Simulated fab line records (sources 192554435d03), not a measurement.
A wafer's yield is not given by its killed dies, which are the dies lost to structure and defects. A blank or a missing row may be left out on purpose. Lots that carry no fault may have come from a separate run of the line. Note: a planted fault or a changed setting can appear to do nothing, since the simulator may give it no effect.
fab line records	flow n5-finfet
[record] lots = 7	wafers = 20	last-day = 19
route steps=1938 shown BEOL_M5@1141 PASSIVATION@1936
lots that met no fault: taken from a fault-free run of the same line
start-h: the number of hours between the record's first day and the start of the first shown wafer of the lot	wait-h: hours elapsed since this lot's preceding step	" repeats the value in the row above	L1.1+2: one row covering several wafers at once	- no value, or no start given	* or withheld: withheld	< > ~ a bound
route shown NAME@n: NAME is a module with steps in the file, n the number in the route of the first one	usual: mean/standard deviation of fault-free wafers	same: alike in all rows	chamber/n: place in a boat	sites: each site's reading	_std_site: the standard deviation of these	_edge_site: the outer-site mean with the inner-site mean subtracted	radius-mm: for every site, how far away it sits from the centre of the wafer	mask NAME#n: copy n	behind: the most recent tool/chamber to have shaped the wafer	hold: why the lot was held/for how many hours/how that ended	device: the transistor (n, p or np) that didn't switch	end of line: the route-end tests of the same wafers	a step given without rows: its recipe and nothing more	killed: the dies lost at the first sort to structure and to defects; this is not the yield of the wafer	map: the dies of a wafer, with x for killed, . for not killed, _ for no die there
set.NAME: the setting the step ran with; set.NAME@STEP: the setting that earlier step ran with	model.NAME: the simulator's own value behind a step, which no gauge read
lots at selected steps of the route; one table per step, one row per wafer
services: when a tool's chamber went out of use (start-h, in hours from the record's first day, below 0 if earlier), for how many hours, and the reason
[[steps]]
[step N5_BEOL_M5_COAT_74]
[recipe] resist = underlayer	temp-c = 205	time-s = 60	spin-rpm = 1500	resist-thk-nm = 5
[step N5_BEOL_M5_COAT_22]
[recipe] resist = CAR-EUV	spin-rpm = 1500	resist-thk-nm = 30
[step N5_BEOL_M5_EBR_24]
[recipe] solvent = PGMEA	ebr-width-mm = 1.5
[step N5_BEOL_M5_SOFTBAKE_23]
[recipe] temp-c = 110	time-s = 60	resist = CAR-EUV
[step N5_BEOL_M5_EXPOSE_25]
[recipe] mask-id = V4	na = 0.33	source-shape = quasar	sigma-inner = 0.2	sigma-outer = 0.6	polarization = unpolarized	defocus-nm = 10	dose-mj = 52.75
[step N5_BEOL_M5_PEB_26]
[recipe] peb-temp-c = 100	peb-time-s = 60	resist = CAR-EUV
[step N5_BEOL_M5_DEVELOP_27]
[recipe] develop-time-s = 30	developer = TMAH	resist = CAR-EUV	rinse-liquid = surfactant-rinse	dry = air-spin	dev-temp-c = 23
[step N5_BEOL_M5_CD_MEAS_28]
[recipe] target-cd-nm = 30.6	landing-energy-ev = 500	detector = se-inlens	target-cd-y-nm = 20	polarity = opening
[usual] cd-nm = 30.67/0.23
lot.wafer	tool	chamber	start-h	wait-h	cd-nm
L291.3	cd-sem-03	0	228.96	-	30.50
L291.4	"	0	"	"	30.56
L291.6	"	0	"	"	30.64
L295.1	cd-sem-03	0	235.28	-	30.49
L295.2	"	0	"	"	30.58
L295.4	"	0	"	"	31.11
L298.2	cd-sem-02	0	255.56	-	30.04
L298.4	"	0	"	"	30.70
L298.6	"	0	"	"	30.39
L299.1	cd-sem-03	0	261.73	-	30.86
L299.3	"	0	"	"	30.83
L299.5	"	0	"	"	30.79
L302.3	cd-sem-03	0	279.39	-	30.86
L302.4	"	0	"	"	30.78
L309.1	cd-sem-02	0	318.31	-	30.44
L309.3	"	0	"	"	30.45
L309.4	"	0	"	"	30.50
L312.1	cd-sem-03	0	346.04	-	30.80
L312.4	"	0	"	"	30.60
L312.6	"	0	"	"	30.60
[step N5_BEOL_M5_OVL_MEAS_29]
[recipe] points-per-wafer = 522
[usual] V4_OVL = 0.1/0.8
lot.wafer	tool	chamber	start-h	wait-h	V4_OVL[nm]
L291.3	overlay-01	0	229.00	0.0	-0.5
L291.4	"	0	"	"	-1.1
L291.6	"	0	"	"	-1.4
L295.1	overlay-02	0	235.31	0.0	-0.3
L295.2	"	0	"	"	-0.9
L295.4	"	0	"	"	-0.7
L298.2	overlay-02	0	255.60	0.0	-0.4
L298.4	"	0	"	"	-0.3
L298.6	"	0	"	"	0.5
L299.1	overlay-02	0	261.76	0.0	1.1
L299.3	"	0	"	"	-0.6
L299.5	"	0	"	"	-0.3
L302.3	overlay-02	0	279.43	0.0	0.7
L302.4	"	0	"	"	0.2
L309.1	overlay-02	0	318.34	0.0	-0.5
L309.3	"	0	"	"	-0.6
L309.4	"	0	"	"	-1.0
L312.1	overlay-01	0	346.07	0.0	-0.5
L312.4	"	0	"	"	0.4
L312.6	"	0	"	"	-1.2
[step N5_BEOL_M5_INSPECT_30]
[recipe] mode = adi	inspect-instrument = brightfield
[usual] raw-defect-count = 401/100
lot.wafer	tool	chamber	start-h	wait-h	raw-defect-count
L291.3	defect-inspect-02	-	229.05	0.0	413
L291.4	"	-	"	"	367
L291.6	"	-	"	"	356
L295.1	defect-inspect-02	-	235.37	0.1	396
L295.2	"	-	"	"	477
L295.4	"	-	"	"	555
L298.2	defect-inspect-02	-	255.65	0.0	563
L298.4	"	-	"	"	628
L298.6	"	-	"	"	764
L299.1	defect-inspect-02	-	261.82	0.1	440
L299.3	"	-	"	"	401
L299.5	"	-	"	"	468
L302.3	defect-inspect-02	-	279.48	0.0	363
L302.4	"	-	"	"	434
L309.1	defect-inspect-02	-	318.40	0.1	394
L309.3	"	-	"	"	398
L309.4	"	-	"	"	484
L312.1	defect-inspect-01	-	346.13	0.1	384
L312.4	"	-	"	"	417
L312.6	"	-	"	"	308
[step N5_BEOL_M5_DESCUM_33]
[recipe] chemistry = O2	time-s = 7	source-power-w = 50	bias-power-w = 20	pressure-mtorr = 20	rf-frequency-hz = 2.712e+07	temp-c = 40	resist = CAR-EUV	o2-flow-sccm = 225
[usual] drypump-motor-current-A = 5.7/0.65	o2-flow-sccm = 225.0/0.67	oes-product-au = 0.80/0.071	rf-vpp-V = 243.0/1.4	showerhead-plenum-p-Torr = 2.08/0.066	throttle-valve-pct = 20.43/0.2
lot.wafer	tool	chamber	start-h	wait-h	drypump-motor-current-A	o2-flow-sccm	oes-product-au	rf-hours-counter-h	rf-vpp-V	showerhead-plenum-p-Torr	throttle-valve-pct
L291.3	rie-diel-01	1	229.76	0.7	6.7	225.2	0.80	93	244.4	2.12	20.37
L291.4	"	3	"	"	5.4	225.1	0.90	17	242.0	2.05	20.05
L291.6	"	0	"	"	5.4	225.2	0.82	-	244.6	2.12	20.27
L295.1	rie-diel-06	1	236.39	1.0	4.9	224.3	0.72	218	242.3	2.08	20.55
L295.2	"	2	"	"	6.6	225.8	0.91	25	244.7	2.13	20.39
L295.4	"	3	"	"	5.1	225.5	0.70	219	240.8	1.98	20.80
L298.2	rie-diel-06	1	255.68	0.0	5.0	225.3	0.72	224	242.0	2.07	20.57
L298.4	"	2	"	"	6.6	225.8	0.90	31	243.2	2.13	20.40
L298.6	"	1	"	"	4.9	223.2	0.73	-	243.1	2.07	20.57
L299.1	rie-diel-06	0	262.15	0.3	6.2	224.7	0.87	51	243.8	2.13	20.20
L299.3	"	2	"	"	6.6	223.7	0.89	33	244.9	2.13	20.41
L299.5	"	0	"	"	6.2	224.5	0.87	-	242.9	2.13	20.22
L302.3	rie-diel-06	3	279.51	0.0	5.1	225.2	0.69	233	240.6	1.98	20.84
L302.4	"	2	"	"	6.6	225.9	0.88	37	242.1	2.12	20.40
L309.1	rie-diel-04	0	318.43	0.0	5.3	224.7	0.89	54	244.8	2.22	20.27
L309.3	"	3	"	"	5.8	224.4	0.86	67	243.9	2.13	20.35
L309.4	"	1	"	"	5.9	225.0	0.73	186	245.1	2.16	20.54
L312.1	rie-diel-04	2	346.68	0.6	6.2	225.7	0.73	179	241.5	2.01	20.71
L312.4	"	3	"	"	5.8	224.6	0.83	75	244.2	2.12	20.34
L312.6	"	1	"	"	5.9	225.8	0.72	-	245.6	2.16	20.56
[step N5_BEOL_M5_ETCH_75]
[recipe] chemistry = N2/H2	target = underlayer	target-depth-a = 65	mask-material = CAR-EUV	time-s = 5.2	ion-energy-ev = 200	pressure-mtorr = 30	source-w = 840	bias-w = 150	n2-flow-sccm = 200	h2-flow-sccm = 200	ends = cleared
[usual] drypump-motor-current-A = 5.8/0.65	etch-rf-on-time-s = 5.16/0.092	oes-product-au = 0.68/0.062	rf-vpp-V = 523.7/2.7	showerhead-plenum-p-Torr = 2.53/0.082	throttle-valve-pct = 17.87/0.21
lot.wafer	tool	chamber	start-h	wait-h	drypump-motor-current-A	etch-rf-on-time-s	oes-product-au	rf-hours-counter-h	rf-vpp-V	showerhead-plenum-p-Torr	throttle-valve-pct
L291.3	rie-diel-01	1	229.79	0.0	6.8	5.30	0.69	93	525.9	2.57	17.81
L291.4	"	3	"	"	5.4	5.10	0.77	17	523.5	2.49	17.48
L291.6	"	0	"	"	5.5	5.25	0.70	-	525.0	2.58	17.71
L295.1	rie-diel-06	1	236.42	0.0	4.9	5.29	0.62	218	522.4	2.51	17.90
L295.2	"	2	"	"	6.6	5.04	0.77	25	525.3	2.59	17.90
L295.4	"	3	"	"	5.1	5.32	0.60	219	519.3	2.41	18.27
L298.2	rie-diel-06	1	255.72	0.0	5.0	5.32	0.61	224	523.4	2.51	17.89
L298.4	"	2	"	"	6.6	5.00	0.78	31	526.5	2.59	17.91
L298.6	"	1	"	"	4.9	5.31	0.60	-	522.5	2.51	17.93
L299.1	rie-diel-06	0	262.19	0.0	6.3	5.21	0.72	51	523.8	2.59	17.72
L299.3	"	2	"	"	6.6	5.06	0.77	33	527.0	2.59	17.89
L299.5	"	0	"	"	6.2	5.16	0.74	-	526.3	2.59	17.69
L302.3	rie-diel-06	3	279.55	0.0	5.1	5.35	0.59	233	522.0	2.41	18.29
L302.4	"	2	"	"	6.6	5.03	0.76	37	525.5	2.59	17.93
L309.1	rie-diel-04	0	318.47	0.0	5.4	5.24	0.73	54	527.2	2.70	17.68
L309.3	"	3	"	"	5.9	5.09	0.73	67	525.4	2.57	17.70
L309.4	"	1	"	"	5.9	5.08	0.62	186	527.4	2.64	18.00
L312.1	rie-diel-04	2	346.72	0.0	6.2	5.20	0.62	179	519.5	2.43	18.17
L312.4	"	3	"	"	5.9	5.18	0.71	75	523.4	2.57	17.71
L312.6	"	1	"	"	5.9	5.07	0.62	-	524.5	2.63	18.02
[step N5_BEOL_M5_ETCH_67]
[recipe] chemistry = CF4	target = SiARC	target-depth-a = 156	mask-material = CAR-EUV	time-s = 26	ion-energy-ev = 80	pressure-mtorr = 40	source-w = 545	bias-w = 36	Ar_flow_sccm = 100	cf4-flow-sccm = 100	ends = cleared
[usual] drypump-motor-current-A = 5.7/0.64	etch-rf-on-time-s = 25.9/0.44	oes-product-au = 0.68/0.062	rf-vpp-V = 183.8/1.1	showerhead-plenum-p-Torr = 2.13/0.064	throttle-valve-pct = 15.60/0.21
lot.wafer	tool	chamber	start-h	wait-h	drypump-motor-current-A	etch-rf-on-time-s	oes-product-au	rf-hours-counter-h	rf-vpp-V	showerhead-plenum-p-Torr	throttle-valve-pct
L291.3	rie-diel-01	1	229.81	0.0	6.8	26.1	0.69	93	184.7	2.16	15.52
L291.4	"	3	"	"	5.4	25.4	0.78	17	183.4	2.11	15.23
L291.6	"	0	"	"	5.5	26.4	0.70	-	184.1	2.17	15.48
L295.1	rie-diel-06	1	236.44	0.0	5.0	26.4	0.61	218	184.2	2.12	15.71
L295.2	"	2	"	"	6.6	25.3	0.78	25	185.9	2.19	15.57
L295.4	"	3	"	"	5.1	26.6	0.60	219	182.7	2.03	16.00
L298.2	rie-diel-06	1	255.74	0.0	4.9	26.8	0.60	224	184.2	2.11	15.72
L298.4	"	2	"	"	6.6	15.5	1.05	31	184.5	2.18	15.60
L298.6	"	1	"	"	4.9	26.9	0.60	-	183.7	2.11	15.70
L299.1	rie-diel-06	0	262.20	0.0	6.3	25.7	0.74	51	182.4	2.18	15.37
L299.3	"	2	"	"	6.6	15.4	1.05	33	182.9	2.18	15.59
L299.5	"	0	"	"	6.3	25.8	0.74	-	183.4	2.18	15.39
L302.3	rie-diel-06	3	279.56	0.0	5.1	16.3	0.80	233	183.1	2.03	16.02
L302.4	"	2	"	"	6.6	15.5	1.02	37	184.7	2.18	15.60
L309.1	rie-diel-04	0	318.48	0.0	5.3	25.6	0.75	54	185.1	2.26	15.41
L309.3	"	3	"	"	5.8	25.8	0.72	67	185.4	2.17	15.43
L309.4	"	1	"	"	5.9	25.4	0.63	186	183.1	2.22	15.76
L312.1	rie-diel-04	2	346.73	0.0	6.2	26.6	0.61	179	183.6	2.06	15.86
L312.4	"	3	"	"	5.8	26.2	0.71	75	185.4	2.17	15.47
L312.6	"	1	"	"	5.9	25.9	0.62	-	181.7	2.21	15.80
[step N5_BEOL_M5_ETCH_68]
[recipe] chemistry = N2/H2	target = SOC	target-depth-a = 800	overetch-a = 160	mask-material = SiARC	temp-c = 40	time-s = 120	ion-energy-ev = 200	pressure-mtorr = 30	source-w = 840	bias-w = 150	n2-flow-sccm = 200	h2-flow-sccm = 200
[usual] drypump-motor-current-A = 5.8/0.64	oes-product-au = 0.61/0.051	rf-vpp-V = 523.5/2.2	showerhead-plenum-p-Torr = 2.53/0.082	throttle-valve-pct = 17.83/0.21
lot.wafer	tool	chamber	start-h	wait-h	drypump-motor-current-A	oes-product-au	rf-hours-counter-h	rf-vpp-V	showerhead-plenum-p-Torr	throttle-valve-pct
L291.3	rie-diel-01	1	229.84	0.0	6.8	0.62	93	523.9	2.57	17.76
L291.4	"	3	"	"	5.4	0.68	17	522.7	2.49	17.41
L291.6	"	0	"	"	5.4	0.63	-	525.4	2.58	17.69
L295.1	rie-diel-06	1	236.46	0.0	5.0	0.55	218	523.4	2.51	17.85
L295.2	"	2	"	"	6.6	0.68	25	525.2	2.59	17.86
L295.4	"	3	"	"	5.1	0.54	219	521.6	2.41	18.24
L298.2	rie-diel-06	1	255.76	0.0	5.0	0.55	224	523.5	2.51	17.87
L298.4	"	2	"	"	6.6	0.68	31	526.0	2.59	17.88
L298.6	"	1	"	"	4.9	0.55	-	522.8	2.51	17.88
L299.1	rie-diel-06	0	262.23	0.0	6.3	0.65	51	525.4	2.59	17.67
L299.3	"	2	"	"	6.6	0.67	33	526.5	2.59	17.87
L299.5	"	0	"	"	6.2	0.66	-	524.2	2.59	17.67
L302.3	rie-diel-06	3	279.59	0.0	5.1	0.53	233	520.6	2.41	18.27
L302.4	"	2	"	"	6.6	0.67	37	525.2	2.59	17.89
L309.1	rie-diel-04	0	318.51	0.0	5.3	0.67	54	528.3	2.70	17.63
L309.3	"	3	"	"	5.9	0.65	67	525.9	2.57	17.67
L309.4	"	1	"	"	5.9	0.55	186	526.2	2.64	17.97
L312.1	rie-diel-04	2	346.76	0.0	6.2	0.56	179	521.6	2.43	18.14
L312.4	"	3	"	"	5.9	0.64	75	525.1	2.57	17.68
L312.6	"	1	"	"	5.9	0.55	-	526.6	2.63	17.98
[step N5_PASSIVATION_PROBE_49]
[usual] defect-limited-yield = 91.5/1.3	killed_at_M0_to_M3 = 33/10	killed_at_M4_up = 13/4	killed-at-contacts = 12/6.3	killed-at-front-end = 39/11	killed-at-other = 3.4/2.6	killed-dies = 100/15	killed-open = 65/11	killed-short = 34/7.8	sort_bin_5_function = 5.0/0.89	sort_bin_6_memory = 3.2/0.58	sort-n-pass = 1080/15	sort-yield-pct = 91.5/1.3
[same] gross-dies = 1180	killed-at-back-side = 0	sort_bin_4_leakage[%] = 0	sort_bin_8_speed[%] = 0
lot.wafer	tool	chamber	start-h	wait-h	defect-limited-yield[%]	killed_at_M0_to_M3	killed_at_M4_up	killed-at-contacts	killed-at-front-end	killed-at-other	killed-dies	killed-open	killed-short	sort_bin_5_function[%]	sort_bin_6_memory[%]	sort-n-pass	sort-yield-pct[%]
L291.3	prober-02	-	335.49	0.1	93.7	27	8	11	26	2	74	54	20	3.9	2.3	1106	93.7
L291.4	prober-02	-	335.54	0.2	92.8	38	11	9	26	1	85	48	37	3.9	3.1	1095	92.8
L291.6	prober-02	-	335.64	0.3	92.7	39	5	17	23	2	86	58	28	4.7	2.5	1094	92.7
L295.1	prober-01	-	342.10	0.0	91.4	37	10	12	39	3	101	74	27	4.7	3.6	1079	91.4
L295.2	prober-01	-	342.15	0.1	93.2	26	12	5	35	2	80	55	24	4.1	2.5	1100	93.2
L295.4	prober-01	-	342.25	0.2	91.9	21	15	6	51	2	95	65	30	4.7	3.3	1085	91.9
L298.2	prober-02	-	361.97	0.1	90.8	30	11	10	49	9	109	80	29	6.0	2.8	1071	90.8
L298.4	prober-02	-	362.07	0.2	89.7	40	9	14	56	2	121	70	47	5.6	4.0	1059	89.7
L298.6	prober-02	-	362.17	0.3	93.6	14	7	12	34	9	76	46	27	4.5	1.7	1104	93.6
L299.1	prober-01	-	369.37	0.0	89.8	56	18	8	37	1	120	79	39	6.0	3.7	1060	89.8
L299.3	prober-01	-	369.47	0.1	92.2	48	7	15	21	1	92	57	29	4.2	3.1	1088	92.2
L299.5	prober-01	-	369.57	0.2	91.0	56	13	6	29	2	106	70	33	5.5	3.2	1074	91.0
L302.3	prober-01	-	389.24	0.1	89.9	48	13	7	46	5	119	75	44	6.2	3.6	1061	89.9
L302.4	prober-01	-	389.29	0.2	93.0	36	13	2	30	2	83	47	36	4.5	2.3	1097	93.0
L309.1	prober-01	-	418.76	0.0	91.7	36	23	6	30	3	98	57	39	4.4	3.7	1082	91.7
L309.3	prober-01	-	418.86	0.1	89.7	33	18	1	69	0	121	68	48	5.7	4.2	1059	89.7
L309.4	prober-01	-	418.91	0.2	91.2	22	24	12	46	0	104	71	33	4.6	3.7	1076	91.2
L312.1	prober-01	-	444.97	0.0	91.4	26	11	8	54	3	102	71	30	4.7	3.4	1078	91.4
L312.4	prober-01	-	445.12	0.2	93.6	26	10	16	19	5	76	50	26	3.6	2.6	1104	93.6
L312.6	prober-01	-	445.22	0.3	92.5	28	2	19	31	8	88	56	31	4.5	2.8	1092	92.5
// killed by level:class
L291.3 MOL_CONTACT_COAG:geometric-particle:open=9 BEOL_M2:geometric-particle:open=7 DUMMY_GATE:geometric-particle:open=6 BEOL_M3:geometric-particle:open=5 FIN_SAQP:geometric-particle:open=4 BEOL_M0_SAQP:geometric-particle:open=4 STI_FIN_REVEAL:geometric-particle:open=3 GATE_CUT:geometric-particle:short=3
L291.4 BEOL_M0_SAQP:geometric-particle:short=11 BEOL_M2:geometric-particle:open=7 MOL_CONTACT_COAG:geometric-particle:open=6 STI_FIN_REVEAL:geometric-particle:open=5 BEOL_M0:geometric-particle:open=5 BEOL_M3:geometric-particle:open=5 FIN_SAQP:geometric-particle:short=4 BEOL_M0_SAQP:geometric-particle:open=4
L291.6 MOL_CONTACT_COAG:geometric-particle:open=12 BEOL_M0_SAQP:geometric-particle:short=9 BEOL_M2:geometric-particle:open=8 FIN_SAQP:geometric-particle:open=7 BEOL_M1:geometric-particle:open=7 BEOL_M0:geometric-particle:open=6 MOL_CONTACT_COAG:geometric-particle:short=5 BEOL_M2:geometric-particle:short=4
L295.1 BEOL_M2:geometric-particle:open=12 MOL_CONTACT_COAG:geometric-particle:open=11 BEOL_M1:geometric-particle:open=11 FIN_SAQP:geometric-particle:open=9 STI_FIN_REVEAL:geometric-particle:open=9 FIN_SAQP:geometric-particle:short=8 BEOL_M0_SAQP:geometric-particle:short=4 BEOL_M3:geometric-particle:open=4
L295.2 STI_FIN_REVEAL:geometric-particle:open=9 FIN_SAQP:geometric-particle:short=7 BEOL_M3:geometric-particle:open=7 BEOL_M2:geometric-particle:open=6 BEOL_M4:geometric-particle:open=6 FIN_SAQP:geometric-particle:open=4 GATE_CUT:geometric-particle:short=4 MOL_CONTACT_COAG:geometric-particle:open=4
L295.4 FIN_SAQP:geometric-particle:open=17 FIN_SAQP:geometric-particle:short=14 STI_FIN_REVEAL:geometric-particle:open=9 MOL_CONTACT_COAG:geometric-particle:open=6 BEOL_M0_SAQP:geometric-particle:open=4 BEOL_M1:geometric-particle:open=4 BEOL_M3:geometric-particle:open=4 BEOL_M4:geometric-particle:open=4
L298.2 BEOL_M3:geometric-particle:open=12 MOL_CONTACT_COAG:geometric-particle:open=8 FIN_SAQP:geometric-particle:open=7 BEOL_M2:geometric-particle:open=7 ILD0:geometric-particle:short=6 DUMMY_GATE:geometric-particle:open=5 ILD0:geometric-particle:open=5 STARTING-WAFER:geometric-particle:open=5
L298.4 FIN_SAQP:geometric-particle:short=17 FIN_SAQP:geometric-particle:open=12 MOL_CONTACT_COAG:geometric-particle:open=10 BEOL_M0_SAQP:geometric-particle:open=9 BEOL_M2:geometric-particle:open=8 BEOL_M0_SAQP:geometric-particle:short=7 BEOL_M1:geometric-particle:short=6 BEOL_M3:geometric-particle:open=6
L298.6 MOL_CONTACT_COAG:geometric-particle:open=11 FIN_SAQP:geometric-particle:short=8 DUMMY_GATE:geometric-particle:open=6 BEOL_M2:geometric-particle:open=6 FIN_SAQP:geometric-particle:open=5 MIM_TOP:geometric-particle:short=4 ILD0:geometric-particle:short=3 BEOL_M0_SAQP:geometric-particle:short=3
L299.1 BEOL_M0_SAQP:geometric-particle:short=17 BEOL_M0_SAQP:geometric-particle:open=12 FIN_SAQP:geometric-particle:open=10 BEOL_M2:geometric-particle:open=8 BEOL_M4:geometric-particle:open=8 FIN_SAQP:geometric-particle:short=7 MOL_CONTACT_COAG:geometric-particle:open=7 STI_FIN_REVEAL:geometric-particle:open=7
L299.3 BEOL_M0_SAQP:geometric-particle:short=13 MOL_CONTACT_COAG:geometric-particle:open=12 BEOL_M0_SAQP:geometric-particle:open=10 BEOL_M3:geometric-particle:open=10 STI_FIN_REVEAL:geometric-particle:open=7 BEOL_M2:geometric-particle:open=6 FIN_SAQP:geometric-particle:short=5 BEOL_M1:geometric-particle:open=4
L299.5 BEOL_M0_SAQP:geometric-particle:open=20 BEOL_M0_SAQP:geometric-particle:short=14 FIN_SAQP:geometric-particle:short=9 BEOL_M3:geometric-particle:open=7 FIN_SAQP:geometric-particle:open=6 MOL_CONTACT_COAG:geometric-particle:open=6 BEOL_M2:geometric-particle:open=6 BEOL_M4:geometric-particle:open=4
L302.3 FIN_SAQP:geometric-particle:open=11 BEOL_M0_SAQP:geometric-particle:open=11 FIN_SAQP:geometric-particle:short=10 BEOL_M0_SAQP:geometric-particle:short=10 BEOL_M3:geometric-particle:open=8 STI_FIN_REVEAL:geometric-particle:open=6 MOL_CONTACT_COAG:geometric-particle:open=6 BEOL_M1:geometric-particle:open=6
L302.4 FIN_SAQP:geometric-particle:open=11 BEOL_M1:geometric-particle:open=10 BEOL_M3:geometric-particle:open=9 BEOL_M0_SAQP:geometric-particle:short=6 BEOL_M4:geometric-particle:short=6 FIN_SAQP:geometric-particle:short=4 BEOL_M0_SAQP:geometric-particle:open=4 STI_FIN_REVEAL:geometric-particle:open=3
L309.1 BEOL_M4:geometric-particle:open=13 BEOL_M0_SAQP:geometric-particle:short=9 BEOL_M2:geometric-particle:open=9 FIN_SAQP:geometric-particle:open=7 DUMMY_GATE:geometric-particle:open=7 BEOL_M1:geometric-particle:open=6 FIN_SAQP:geometric-particle:short=4 BEOL_M4:geometric-particle:short=4
L309.3 FIN_SAQP:geometric-particle:open=20 BEOL_M0_SAQP:geometric-particle:short=13 BEOL_M4:geometric-particle:open=10 GATE_CUT:geometric-particle:short=10 FIN_SAQP:geometric-particle:short=7 ILD0:geometric-particle:open=6 BEOL_M2:geometric-particle:open=6 ILD0:geometric-particle:short=5
L309.4 FIN_SAQP:geometric-particle:open=18 BEOL_M4:geometric-particle:open=15 MOL_CONTACT_COAG:geometric-particle:open=12 GATE_CUT:geometric-particle:short=8 FIN_SAQP:geometric-particle:short=7 DUMMY_GATE:geometric-particle:open=4 BEOL_M2:geometric-particle:open=4 BEOL_M4:geometric-particle:short=4
L312.1 FIN_SAQP:geometric-particle:open=19 FIN_SAQP:geometric-particle:short=11 BEOL_M2:geometric-particle:open=9 MOL_CONTACT_COAG:geometric-particle:open=7 ILD0:geometric-particle:open=5 STARTING-WAFER:geometric-particle:open=5 BEOL_M0_SAQP:geometric-particle:open=4 BEOL_M1:geometric-particle:open=4
L312.4 MOL_CONTACT_COAG:geometric-particle:open=14 BEOL_M2:geometric-particle:open=12 BEOL_M0_SAQP:geometric-particle:short=6 FIN_SAQP:geometric-particle:short=4 BEOL_M4:geometric-particle:open=4 STI_FIN_REVEAL:geometric-particle:open=3 GATE_CUT:geometric-particle:short=3 BEOL_M0_SAQP:geometric-particle:open=3
L312.6 MOL_CONTACT_COAG:geometric-particle:open=15 BEOL_M2:geometric-particle:open=12 FIN_SAQP:geometric-particle:short=7 DUMMY_GATE:geometric-particle:open=7 BEOL_M0_SAQP:geometric-particle:open=5 FIN_SAQP:geometric-particle:open=4 MOL_CONTACT_COAG:geometric-particle:short=4 MIM_BOT:geometric-particle:short=4
[[services]]
tool	chamber	start-h	hours	kind
rie-diel-06	-	213.84	2.8	pm
rie-diel-04	-	228.29	14.6	pm
rie-diel-01	2	247.70	9.1	repair
rie-diel-04	2	255.92	2.1	repair
rie-diel-01	3	261.33	9.2	repair
rie-diel-01	-	326.60	0.4	repair
rie-diel-06	3	333.41	3.6	repair
rie-diel-06	3	337.04	-	clean
rie-diel-06	3	337.04	-	consumable-replace:focus-ring
rie-diel-06	3	337.04	-	consumable-replace:showerhead
rie-diel-06	3	337.04	15.9	scheduled-down
rie-diel-06	3	337.04	15.9	vent-cycle
rie-diel-01	-	344.99	2.8	pm
[[key]]
[first-sign] step = N5_BEOL_M5_ETCH_67	reading = etch-rf-on-time-s	direction = down	sigmas = 23	usual = *	struck = *
[effect] step = N5_BEOL_M5_ETCH_67	reading = oes-product-au	direction = up	sigmas = 4.8	usual = 0.68	struck = 0.98
met-at N5_BEOL_M5_ETCH_67
struck-wafers L298.4,L299.3,L302.3,L302.4
onset-between 236.44 255.74
[fault] kind = process-parameter-drift	tool = rie-diel-06	chamber = -	onset-h = 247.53	steps = N5_BEOL_M5_ETCH_67	channel = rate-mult	offset = 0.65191	shape = step	end-h = 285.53	scope = struck-wafers-only
